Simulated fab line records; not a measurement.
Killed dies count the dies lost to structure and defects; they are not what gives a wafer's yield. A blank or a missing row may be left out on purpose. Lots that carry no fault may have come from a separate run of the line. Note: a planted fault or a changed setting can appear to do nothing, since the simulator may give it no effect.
fab line records | flow nandHarc
[record] lots = 5 wafers = 15 lastDay = 32
route steps=1302 shown P_CONTACT@223
lots that met no fault: taken from a fault-free run of the same line
startH: hours from the record's opening day to when the first of the lot's shown wafers began | waitH: hours since the lot's step before | " the same as in the row above | L1.1+2: one row covering several wafers at once | - either no value or no given start | * or withheld: withheld | < > ~ a bound
route shown NAME@n: NAME is a module with steps in the file, n the number in the route of the first one | usual: mean/standard deviation taken from wafers without a fault | same: alike in all rows | chamber/n: place in a boat | sites: the reading at each site | _std_site: the values' standard deviation | _edge_site: inner sites' mean taken away from outer sites' mean | radiusMm: for every site, how far away it sits from the centre of the wafer | mask NAME#n: copy n | behind: the last tool/chamber to shape the wafer | hold: reason for holding the lot/hours on hold/outcome of the hold | device: transistor that didn't switch, given as n, p or np | end of line: the tests these same wafers got at the end of their route | step lacking rows: just its recipe | killed: at the first sort, the dies lost to defects and structure; wafer yield is something else | map: a wafer's dies, marking killed ones x, the rest . and places with no die _
set.NAME: the setting the step ran with; set.NAME@STEP: the setting that earlier step ran with | model.NAME: the simulator's own value behind a step, which no gauge read
a table for each step, a row for each wafer; lots at some steps of the route
services: from which hour (startH, from the record's first day; less than 0 if before it) a tool's chamber was out of use, for how many hours, and why
[[steps]]
[step NHARC_P_CONTACT_HMDS_05]
[recipe] timeS = 30
// columns lot.wafer tool chamber startH waitH
L074.3+4+5 lithoTrack-04 0 - -
L083.1+2+5 lithoTrack-01 0 - -
L090.1+3+6 lithoTrack-06 0 - -
L092.1+3+5 lithoTrack-06 0 - -
L096.2+3+5 lithoTrack-04 0 - -
[step NHARC_P_CONTACT_COAT_33]
[recipe] tempC = 260 timeS = 75
// columns lot.wafer tool chamber startH waitH
L074.3+4+5 lithoTrack-04 0 - -
L083.1+2+5 lithoTrack-01 0 - -
L090.1+3+6 lithoTrack-06 0 - -
L092.1+3+5 lithoTrack-06 0 - -
L096.2+3+5 lithoTrack-04 0 - -
[step NHARC_P_CONTACT_COAT_34]
[recipe] tempC = 225 timeS = 65
// columns lot.wafer tool chamber startH waitH
L074.3+4+5 lithoTrack-04 0 - -
L083.1+2+5 lithoTrack-01 0 - -
L090.1+3+6 lithoTrack-06 0 - -
L092.1+3+5 lithoTrack-06 0 - -
L096.2+3+5 lithoTrack-04 0 - -
[step NHARC_P_CONTACT_COAT_06]
[recipe] spinRpm = 1500 resistThkNm = 90
// columns lot.wafer tool chamber startH waitH
L074.3+4+5 lithoTrack-04 0 - -
L083.1+2+5 lithoTrack-01 0 - -
L090.1+3+6 lithoTrack-06 0 - -
L092.1+3+5 lithoTrack-06 0 - -
L096.2+3+5 lithoTrack-04 0 - -
[step NHARC_P_CONTACT_SOFTBAKE_07]
[recipe] tempC = 105 timeS = 55
// columns lot.wafer tool chamber startH waitH
L074.3+4+5 lithoTrack-04 0 - -
L083.1+2+5 lithoTrack-01 0 - -
L090.1+3+6 lithoTrack-06 0 - -
L092.1+3+5 lithoTrack-06 0 - -
L096.2+3+5 lithoTrack-04 0 - -
[step NHARC_P_CONTACT_EBR_08]
// columns lot.wafer tool chamber startH waitH
L074.3+4+5 lithoTrack-04 0 - -
L083.1+2+5 lithoTrack-01 0 - -
L090.1+3+6 lithoTrack-06 0 - -
L092.1+3+5 lithoTrack-06 0 - -
L096.2+3+5 lithoTrack-04 0 - -
[step NHARC_P_CONTACT_EXPOSE_09]
[recipe] na = 1.35 targetCdNm = 90 doseMj = 81.26 maskId = P_CA
// columns lot.wafer tool chamber startH waitH mask
L074.3+4+5 arfiScanner-03 0 117.45 - P_CA#0
L083.1+2+5 arfiScanner-02 0 207.38 - P_CA#0
L090.1+3+6 arfiScanner-02 0 278.68 - P_CA#0
L092.1+3+5 arfiScanner-01 0 295.95 - P_CA#0
L096.2+3+5 arfiScanner-01 0 336.26 - P_CA#0
[step NHARC_P_CONTACT_PEB_10]
[recipe] pebTempC = 100 pebTimeS = 65
// columns lot.wafer tool chamber startH waitH
L074.3+4+5 lithoTrack-06 0 117.50 0.0
L083.1+2+5 lithoTrack-06 0 207.44 0.1
L090.1+3+6 lithoTrack-04 0 278.74 0.1
L092.1+3+5 lithoTrack-01 0 296.01 0.1
L096.2+3+5 lithoTrack-04 0 336.31 0.1
[step NHARC_P_CONTACT_DEVELOP_11]
[recipe] developTimeS = 35 devTempC = 23
// columns lot.wafer tool chamber startH waitH
L074.3+4+5 lithoTrack-06 0 - -
L083.1+2+5 lithoTrack-06 0 - -
L090.1+3+6 lithoTrack-04 0 - -
L092.1+3+5 lithoTrack-01 0 - -
L096.2+3+5 lithoTrack-04 0 - -
[step NHARC_P_CONTACT_CD_MEAS_12]
[recipe] targetCdNm = 90 landingEnergyEv = 500
[usual] cdNm = 89.3/0.74
// columns lot.wafer tool chamber startH waitH cdNm
L074.3 cdSem-03 0 117.59 - 89.2
L074.4 " 0 " " 89.6
L074.5 " 0 " " 89.4
L083.1 cdSem-03 0 207.52 - 90.1
L083.2 " 0 " " 88.8
L083.5 " 0 " " 88.7
L090.1 cdSem-02 0 278.82 - 89.7
L090.3 " 0 " " 90.6
L090.6 " 0 " " 89.0
L092.1 cdSem-03 0 296.09 - 88.6
L092.3 " 0 " " 88.8
L092.5 " 0 " " 90.1
L096.2 cdSem-03 0 336.40 - 88.6
L096.3 " 0 " " 89.3
L096.5 " 0 " " 89.7
[step NHARC_P_CONTACT_OVL_MEAS_13]
[usual] overlayXNm = 0.1/0.96 overlayYNm = 0.1/0.75
// columns lot.wafer tool chamber startH waitH overlayXNm overlayYNm
L074.3 overlay-02 - 117.67 - 1.4 -0.6
L074.4 " - " " 0.6 -0.6
L074.5 " - " " 0.4 -0.3
L083.1 overlay-02 - 207.60 - 0.6 0.7
L083.2 " - " " 0.1 0.5
L083.5 " - " " 0.6 0.5
L090.1 overlay-02 - 278.91 - 0.9 -1.4
L090.3 " - " " 0.9 -1.0
L090.6 " - " " 0.9 -1.3
L092.1 overlay-02 - 296.18 - 0.0 0.0
L092.3 " - " " 0.4 0.1
L092.5 " - " " 1.0 0.4
L096.2 overlay-01 - 336.48 - -1.9 -0.1
L096.3 " - " " -1.6 0.0
L096.5 " - " " -2.1 -0.8
[step NHARC_P_CONTACT_INSPECT_14]
[usual] rawDefectCount = 4.4/2.6
// columns lot.wafer tool chamber startH waitH rawDefectCount
L074.3 defectInspect-02 - 117.71 0.0 6
L074.4 " - " " 4
L074.5 " - " " 6
L083.1 defectInspect-01 - 207.64 0.0 1
L083.2 " - " " 3
L083.5 " - " " 2
L090.1 defectInspect-01 - 278.95 0.0 8
L090.3 " - " " 4
L090.6 " - " " 5
L092.1 defectInspect-01 - 296.21 0.0 7
L092.3 " - " " 3
L092.5 " - " " 7
L096.2 defectInspect-02 - 336.52 0.0 10
L096.3 " - " " 14
L096.5 " - " " 9
[step NHARC_P_CONTACT_DESCUM_17]
[recipe] timeS = 3 o2FlowSccm = 200 arFlowSccm = 0 biasPowerW = 0 chemistry = O2
[usual] chamberPressureMTorr = 60.01/0.055 drypumpMotorCurrentA = 5.7/0.42 oesProductAu = 1.003/0.013 rfVppV = 58.0/0.9 showerheadPlenumPTorr = 1.96/0.08 throttleValvePct = 11.311/0.0097
[same] biasPowerW = 0
// columns lot.wafer tool chamber startH waitH chamberPressureMTorr drypumpMotorCurrentA oesProductAu rfHoursCounterH rfVppV showerheadPlenumPTorr throttleValvePct
L074.4 rieDiel-09 3 117.77 0.1 60.05 5.8 1.013 8.0 59.6 2.01 11.332
L074.3 " 0 " " 60.11 5.0 0.999 8.2 56.8 1.84 11.321
L074.5 " 0 " " 60.04 5.0 0.999 - 58.2 1.84 11.308
L083.2 rieDiel-12 1 207.70 0.1 60.01 5.7 1.005 3.6 58.0 2.04 11.306
L083.1 " 2 " " 59.98 5.0 1.013 3.8 57.5 1.99 11.319
L083.5 " 1 " " 59.90 5.7 1.021 - 58.2 2.04 11.305
L090.1 rieDiel-12 2 279.02 0.1 60.08 5.0 0.989 0 57.4 1.99 11.327
L090.3 " 3 " " 59.93 5.7 0.998 0 58.8 2.00 11.323
L090.6 " 0 " " 60.03 5.3 0.993 - 59.0 1.99 11.310
L092.1 rieDiel-02 3 296.28 0.1 60.02 6.1 0.995 2.2 57.9 2.03 11.309
L092.3 " 1 " " 60.05 5.8 1.017 2.0 56.4 1.83 11.309
L092.5 " 2 " " 60.03 6.0 1.007 - 57.2 1.83 11.318
L096.3 rieDiel-02 0 336.58 0.1 59.92 6.0 0.977 3.8 57.9 1.99 11.308
L096.2 " 2 " " 60.03 5.9 0.999 3.9 58.3 1.83 11.292
L096.5 " 1 " " 59.96 5.8 1.025 - 57.3 1.83 11.320
[step NHARC_P_CONTACT_ETCH_35]
[recipe] targetDepthA = 390 overEtchFrac = 0.3 timeS = 65 ionEnergyEv = 80 cf4FlowSccm = 150 arFlowSccm = 0 rfW = 300 biasW = 100 chemistry = CF4
[usual] chamberPressureMTorr = 49.99/0.042 drypumpMotorCurrentA = 5.7/0.4 oesProductAu = 1.002/0.013 rfVppV = 151.7/1.2 showerheadPlenumPTorr = 1.81/0.068 throttleValvePct = 13.284/0.0088
// columns lot.wafer tool chamber startH waitH chamberPressureMTorr drypumpMotorCurrentA oesProductAu rfHoursCounterH rfVppV showerheadPlenumPTorr throttleValvePct
L074.4 rieDiel-09 3 117.86 0.1 50.05 5.8 0.993 8.0 153.1 1.85 13.291
L074.3 " 0 " " 50.02 4.9 1.001 8.2 149.9 1.71 13.286
L074.5 " 2 " " 49.93 6.3 0.990 - 150.8 1.70 13.285
L083.1 rieDiel-12 3 207.79 0.1 49.95 5.7 0.987 3.9 152.6 1.84 13.270
L083.2 " 1 " " 49.98 5.7 1.018 3.6 153.1 1.88 13.270
L083.5 " 3 " " 50.06 5.7 0.993 - 151.4 1.84 13.292
L090.1 rieDiel-12 0 279.09 0.1 49.93 5.3 0.994 0.0 153.0 1.83 13.285
L090.3 " 1 " " 49.96 5.7 1.004 0.0 152.7 1.88 13.298
L090.6 " 0 " " 49.98 5.3 0.996 - 150.9 1.83 13.295
L092.3 rieDiel-02 0 296.37 0.1 50.03 6.0 0.985 2.0 151.7 1.84 13.275
L092.1 " 2 " " 49.98 5.9 0.998 2.3 151.2 1.70 13.284
L092.5 " 3 " " 49.98 6.1 0.986 - 153.4 1.87 13.274
L096.2 rieDiel-02 3 336.66 0.1 49.96 6.1 0.998 4.0 153.6 1.87 13.274
L096.3 " 1 " " 49.98 5.8 1.006 3.7 150.4 1.70 13.282
L096.5 " 0 " " 49.99 6.0 0.976 - 152.4 1.84 13.272
[step NHARC_P_CONTACT_ETCH_36]
[recipe] targetDepthA = 2600 overEtchFrac = 0.25 timeS = 406.25 ionEnergyEv = 200 n2FlowSccm = 150 h2FlowSccm = 150 arFlowSccm = 0 rfW = 400 biasW = 150 chemistry = N2/H2
[usual] chamberPressureMTorr = 29.998/0.027 drypumpMotorCurrentA = 5.7/0.4 oesProductAu = 1.002/0.012 rfVppV = 431.9/2.5 showerheadPlenumPTorr = 2.09/0.087 throttleValvePct = 14.172/0.0095
// columns lot.wafer tool chamber startH waitH chamberPressureMTorr drypumpMotorCurrentA oesProductAu rfHoursCounterH rfVppV showerheadPlenumPTorr throttleValvePct
L074.4 rieDiel-09 2 - - 30.016 6.3 0.991 9.4 428.9 1.95 14.164
L074.3 " 1 " " 30.007 6.1 0.980 8.5 431.2 2.02 14.180
L074.5 " 3 " " 30.001 5.8 1.001 - 433.3 2.15 14.167
L083.1 rieDiel-12 0 - - 29.974 5.3 0.998 3.5 432.8 2.12 14.184
L083.2 " 2 " " 29.958 5.0 1.015 3.8 434.0 2.12 14.176
L083.5 " 0 " " 29.994 5.3 0.992 - 433.4 2.12 14.161
L090.1 rieDiel-12 3 - - 30.065 5.7 1.001 0.1 431.0 2.13 14.192
L090.3 " 0 " " 29.988 5.3 0.995 0.1 432.9 2.12 14.162
L090.6 " 0 " " 30.020 5.3 0.995 - 432.5 2.12 14.163
L092.1 rieDiel-02 1 - - 30.034 5.8 1.007 2.1 428.7 1.95 14.183
L092.3 " 2 " " 30.026 6.0 1.009 2.4 428.2 1.95 14.173
L092.5 " 0 " " 29.928 6.0 0.995 - 433.3 2.13 14.185
L096.3 rieDiel-02 2 - - 30.009 6.0 0.999 3.9 427.7 1.95 14.162
L096.2 " 0 " " 30.064 6.0 0.988 3.9 432.9 2.13 14.182
L096.5 " 2 " " 30.016 6.0 1.003 - 429.8 1.95 14.182
[step NHARC_P_CONTACT_ETCH_18]
[recipe] targetDepthA = 4810 timeS = 240.5 c4f8FlowSccm = 20 o2FlowSccm = 10 arFlowSccm = withheld rfW = 600 biasW = 1500 chemistry = C4F8/O2/Ar
[usual] chamberPressureMTorr = 25.001/0.024 oesProductAu = 0.963/0.022 rfVppV = 981/5.5
// columns lot.wafer tool chamber startH waitH chamberPressureMTorr oesProductAu rfHoursCounterH rfVppV
L074.3 rieDiel-09 2 - - 24.981 0.964 9.6 973
L074.4 " 0 " " 25.059 0.961 8.4 973
L074.5 " 2 " " 25.029 0.964 - 974
L083.1 rieDiel-12 2 - - 25.014 0.989 3.9 982
L083.2 " 3 " " 25.001 0.968 4.1 984
L083.5 " 0 " " 24.966 0.957 - 983
L090.3 rieDiel-12 2 - - 24.963 0.972 0.2 983
L090.1 " 3 " " 25.016 0.971 0.3 983
L090.6 " 2 " " 25.015 0.976 - 983
L092.3 rieDiel-02 3 - - 24.988 0.958 2.5 985
L092.1 " 0 " " 25.073 0.967 2.3 984
L092.5 " 1 " " 24.964 0.983 - 973
L096.2 rieDiel-02 0 - - 24.989 0.950 4.0 983
L096.3 " 1 " " 25.003 0.975 3.9 971
L096.5 " 3 " " 24.986 0.981 - 987
[step NHARC_P_CONTACT_STRIP_37]
[recipe] c4f8FlowSccm = withheld o2FlowSccm = 8 arFlowSccm = withheld biasW = 0 chemistry = C4F8/O2/Ar
// columns lot.wafer tool chamber startH waitH
L074.3+4+5 rieDiel-09 1,2,1 - -
L083.2+1+5 rieDiel-12 0,1,1 - -
L090.1+3+6 rieDiel-12 1,2,2 - -
L092.3+1+5 rieDiel-02 0,3,1 - -
L096.3+2+5 rieDiel-02 1,2,1 - -
[step NHARC_P_CONTACT_ETCH_31]
[recipe] targetDepthA = 300 timeS = 85.7 ionEnergyEv = 120 overEtchFrac = 1 ch3fFlowSccm = 50 o2FlowSccm = 30 arFlowSccm = 200 rfW = 500 biasW = 100 chemistry = CH3F/O2
[usual] chamberPressureMTorr = 25.005/0.025 drypumpMotorCurrentA = 5.6/0.4 oesProductAu = 0.980/0.016 rfVppV = 245.1/1.6 showerheadPlenumPTorr = 2.51/0.1 throttleValvePct = 20.663/0.0091
// columns lot.wafer tool chamber startH waitH chamberPressureMTorr drypumpMotorCurrentA oesProductAu rfHoursCounterH rfVppV showerheadPlenumPTorr throttleValvePct
L074.3 rieDiel-09 0 - - 24.996 5.0 0.972 8.4 242.9 2.37 20.670
L074.4 " 1 " " 24.989 6.1 0.970 8.7 245.5 2.44 20.670
L074.5 " 0 " " 25.019 5.0 0.977 - 242.3 2.37 20.653
L083.2 rieDiel-12 3 - - 25.025 5.8 0.982 4.1 245.9 2.56 20.668
L083.1 " 1 " " 25.018 5.7 0.993 4.0 247.0 2.62 20.665
L083.5 " 3 " " 25.003 5.7 0.973 - 245.4 2.56 20.648
L090.1 rieDiel-12 2 - - 25.012 5.0 0.982 0.3 245.8 2.55 20.675
L090.3 " 0 " " 24.994 5.3 0.966 0.3 246.8 2.55 20.648
L090.6 " 2 " " 25.011 5.0 0.981 - 245.3 2.55 20.669
L092.3 rieDiel-02 1 - - 25.034 5.8 1.005 2.3 243.8 2.35 20.665
L092.1 " 3 " " 25.051 6.1 0.975 2.6 245.0 2.61 20.662
L092.5 " 1 " " 25.003 5.8 0.999 - 242.7 2.35 20.649
L096.3 rieDiel-02 1 - - 24.998 5.8 0.994 4.0 244.5 2.35 20.660
L096.2 " 0 " " 24.998 6.0 0.968 4.1 246.2 2.56 20.656
L096.5 " 1 " " 25.021 5.8 0.988 - 242.4 2.35 20.666
[step NHARC_P_CONTACT_CD_MEAS_19]
[usual] cdNm = 87.8/2.1
// columns lot.wafer tool chamber startH waitH cdNm
L074.3 cdSem-03 - 118.64 - 89.5
L074.4 " - " " 87.6
L074.5 " - " " 91.0
L083.1 cdSem-03 - 208.57 - 86.0
L083.2 " - " " 88.1
L083.5 " - " " 88.1
L090.1 cdSem-02 - 279.88 - 88.6
L090.3 " - " " 87.3
L090.6 " - " " 86.1
L092.1 cdSem-03 - 297.16 - 88.4
L092.3 " - " " 88.9
L092.5 " - " " 87.6
L096.2 cdSem-01 - 337.45 - 85.1
L096.3 " - " " 90.9
L096.5 " - " " 90.2
[step NHARC_P_CONTACT_STRIP_28]
[recipe] o2FlowSccm = 500 arFlowSccm = 0 biasW = 0 chemistry = O2
[usual] chamberPressureMTorr = 60.00/0.053 drypumpMotorCurrentA = 5.7/0.43 oesProductAu = 1.001/0.012 rfVppV = 58.0/0.83 showerheadPlenumPTorr = 3.59/0.14 throttleValvePct = 17.037/0.0095
// columns lot.wafer tool chamber startH waitH chamberPressureMTorr drypumpMotorCurrentA oesProductAu rfHoursCounterH rfVppV showerheadPlenumPTorr throttleValvePct
L074.4 rieDiel-09 3 118.71 0.1 59.87 5.8 1.011 8.3 57.2 3.70 17.031
L074.3 " 1 " " 59.87 6.1 0.984 8.7 56.2 3.50 17.037
L074.5 " 3 " " 59.94 5.8 1.008 - 59.6 3.70 17.037
L083.2 rieDiel-02 0 208.65 0.1 59.95 6.0 0.988 4.4 57.2 3.67 17.046
L083.1 " 1 " " 60.00 5.8 1.004 4.0 58.4 3.38 17.049
L083.5 " 1 " " 60.04 5.8 1.012 - 57.3 3.38 17.047
L090.1 rieDiel-09 3 279.97 0.1 60.01 5.8 0.996 5.0 59.7 3.69 17.035
L090.3 " 1 " " 59.98 6.1 1.011 5.6 57.5 3.50 17.038
L090.6 " 3 " " 60.01 5.8 0.992 - 59.3 3.69 17.046
L092.1 rieDiel-12 3 297.23 0.1 59.91 5.7 0.979 0.9 58.2 3.67 17.043
L092.3 " 0 " " 59.88 5.3 0.991 0.8 58.1 3.66 17.043
L092.5 " 0 " " 59.93 5.3 0.986 - 57.3 3.66 17.044
L096.2 rieDiel-09 0 337.54 0.1 59.99 5.0 1.000 0.7 56.8 3.40 17.044
L096.3 " 1 " " 60.04 6.1 1.005 0.8 57.2 3.50 17.038
L096.5 " 0 " " 60.07 5.0 1.006 - 58.1 3.40 17.039
[step NHARC_P_CONTACT_STRIP_29]
[recipe] timeS = 1200 tempC = 72.5 chemistry = postEtchResidueRemover
// columns lot.wafer tool chamber startH waitH
L074.4+5+3 wetBench-02 2,3,5 118.90 -
L083.2+5+1 wetBench-09 3,5,7 208.83 -
L090.6+1+3 wetBench-09 5,1,2 280.14 -
L092.3+5+1 wetBench-09 2,3,4 297.44 -
L096.5+3+2 wetBench-09 5,6,7 337.71 -
[step NHARC_P_CONTACT_DEGAS_38]
[recipe] tempC = 300 timeS = 60
[usual] heaterPowerW = 492/59
// columns lot.wafer tool chamber startH waitH heaterPowerW
L074.4 pvdSputter-02 - 119.37 - 456
L074.3 " - " " 419
L074.5 " - " " 627
L083.2 pvdSputter-01 - 209.29 - 472
L083.1 " - " " 451
L083.5 " - " " 477
L090.1 pvdSputter-03 - 280.59 - 518
L090.3 " - " " 437
L090.6 " - " " 527
L092.1 pvdSputter-01 - 297.88 - 509
L092.3 " - " " 456
L092.5 " - " " 519
L096.3 pvdSputter-03 - 338.16 - 517
L096.2 " - " " 540
L096.5 " - " " 534
[step NHARC_P_CONTACT_PRE_CLEAN_39]
[recipe] timeS = 19.5 biasV = 250 gas = Ar
// columns lot.wafer tool chamber startH waitH
L074.4+3+5 pvdSputter-02 - - -
L083.1+2+5 pvdSputter-01 - - -
L090.3+1+6 pvdSputter-03 - - -
L092.3+1+5 pvdSputter-01 - - -
L096.3+2+5 pvdSputter-03 - - -
[step NHARC_P_CONTACT_PVD_32]
[recipe] targetThkA = 50 chamberPressurePa = 5 powerW = 5000 substrateTempC = 200 timeS = 17.7 material = Ti
[usual] throttleValvePct = 30.2/0.81
// columns lot.wafer tool chamber startH waitH throttleValvePct
L074.4 pvdSputter-02 - - - 31.3
L074.3 " - " " 30.7
L074.5 " - " " 29.6
L083.1 pvdSputter-01 - - - 29.7
L083.2 " - " " 30.9
L083.5 " - " " 30.0
L090.3 pvdSputter-03 - - - 31.0
L090.1 " - " " 30.5
L090.6 " - " " 30.3
L092.3 pvdSputter-01 - - - 28.5
L092.1 " - " " 29.8
L092.5 " - " " 28.7
L096.2 pvdSputter-03 - - - 29.5
L096.3 " - " " 30.3
L096.5 " - " " 29.6
[step NHARC_P_CONTACT_ALD_22]
[recipe] targetThkA = 30 pulseTimeS = 1 aldCycles = 150 tempC = 450 material = TiN
[usual] heaterPowerW = 1057/100 precursorPulseHeightRel = 0.997/0.021
[same] aldCycles = 150
// columns lot.wafer tool chamber startH waitH heaterPowerW precursorPulseHeightRel
L074.3 aldMetal-01 3 119.62 - 1138 0.960
L074.4 " 1 " " 1076 0.974
L074.5 " 2 " " 1437 0.975
L083.2 aldMetal-02 1 209.52 - 1068 0.990
L083.1 " 0 " " 953 1.001
L083.5 " 1 " " 1051 0.982
L090.1 aldMetal-03 0 280.86 - 1118 1.034
L090.3 " 1 " " 967 0.989
L090.6 " 2 " " 1023 1.024
L092.3 aldMetal-01 1 298.11 - 1106 1.008
L092.1 " 3 " " 1069 1.013
L092.5 " 2 " " 1453 1.022
L096.2 aldMetal-02 1 338.41 - 1009 1.021
L096.3 " 0 " " 986 0.992
L096.5 " 2 " " 1083 1.017
[step NHARC_P_CONTACT_CVD_23]
[recipe] targetThkA = 2000 tempC = 300 pressureTorr = 40 wf6FlowSccm = 40 h2FlowSccm = 1600 arFlowSccm = 1560 timeS = 557 material = W
[usual] heaterPowerW = 475/83 throttleValvePct = 7.96/0.3
// columns lot.wafer tool chamber startH waitH heaterPowerW throttleValvePct
L074.4 cvdW-02 1 - - 544 7.82
L074.3 " 0 " " 536 7.60
L074.5 " 0 " " 556 7.59
L083.1 cvdW-02 1 - - 536 7.86
L083.2 " 0 " " 552 7.53
L083.5 " 0 " " 546 7.64
L090.1 cvdW-01 1 - - 428 8.29
L090.3 " 0 " " 366 8.07
L090.6 " 0 " " 362 8.12
L092.1 cvdW-01 0 - - 355 8.35
L092.3 " 1 " " 422 8.55
L092.5 " 0 " " 354 8.09
L096.2 cvdW-01 1 - - 415 8.15
L096.3 " 0 " " 366 7.77
L096.5 " 1 " " 412 8.32
[step NHARC_P_CONTACT_CMP_24]
[recipe] tOverpolishS = 30 targetThkNm = 200
[usual] motorCurrentA = 11.5/1.1 overpolishRunS = 30.001/0.0095 timeToEndpointS = 38/3.9
// columns lot.wafer tool chamber startH waitH motorCurrentA overpolishRunS timeToEndpointS
L074.4 cmp-01 2 120.50 0.4 12.5 30.002 37
L074.3 " 3 " " 10.9 29.985 36
L074.5 " 1 " " 10.3 30.010 45
L083.2 cmp-01 2 210.44 0.5 11.3 30.009 38
L083.1 " 0 " " 10.6 29.999 35
L083.5 " 2 " " 11.3 30.014 36
L090.1 cmp-01 2 281.74 0.6 11.7 29.979 36
L090.3 " 3 " " 11.6 30.021 37
L090.6 " 1 " " 9.4 30.009 45
L092.3 cmp-01 0 298.96 0.3 10.8 30.001 35
L092.1 " 1 " " 9.7 29.974 43
L092.5 " 1 " " 10.1 30.010 43
L096.2 cmp-01 3 339.31 0.5 11.2 30.001 31
L096.3 " 0 " " 11.1 29.997 33
L096.5 " 1 " " 10.0 30.011 42
[[services]]
// columns tool chamber startH hours kind
rieDiel-02 - 95.56 4.4 repair
pvdSputter-01 - 110.19 6.0 repair
cmp-01 - 112.47 0.7 repair
rieDiel-09 - 143.10 9.0 pm
lithoTrack-01 - 155.00 7.0 pm
rieDiel-12 0 160.49 7.1 repair
rieDiel-12 3 164.04 5.3 repair
rieDiel-02 1 169.37 6.1 repair
pvdSputter-03 - 170.01 10.0 pm
lithoTrack-06 - 179.00 7.0 pm
cmp-01 - 179.85 1.2 repair
rieDiel-12 2 191.35 4.6 repair
rieDiel-12 1 191.55 3.9 repair
lithoTrack-04 - 203.00 7.0 pm
rieDiel-09 3 208.63 14.7 repair
rieDiel-02 - 220.04 9.0 pm
pvdSputter-01 - 226.00 10.0 pm
rieDiel-09 0 240.13 6.7 repair
pvdSputter-03 - 247.90 3.4 repair
rieDiel-12 - 268.40 9.0 pm
rieDiel-09 3 289.91 5.8 repair
rieDiel-09 0 309.76 4.6 repair
rieDiel-09 - 320.11 9.0 pm
lithoTrack-01 - 330.00 7.0 pm
[[key]]
fault none
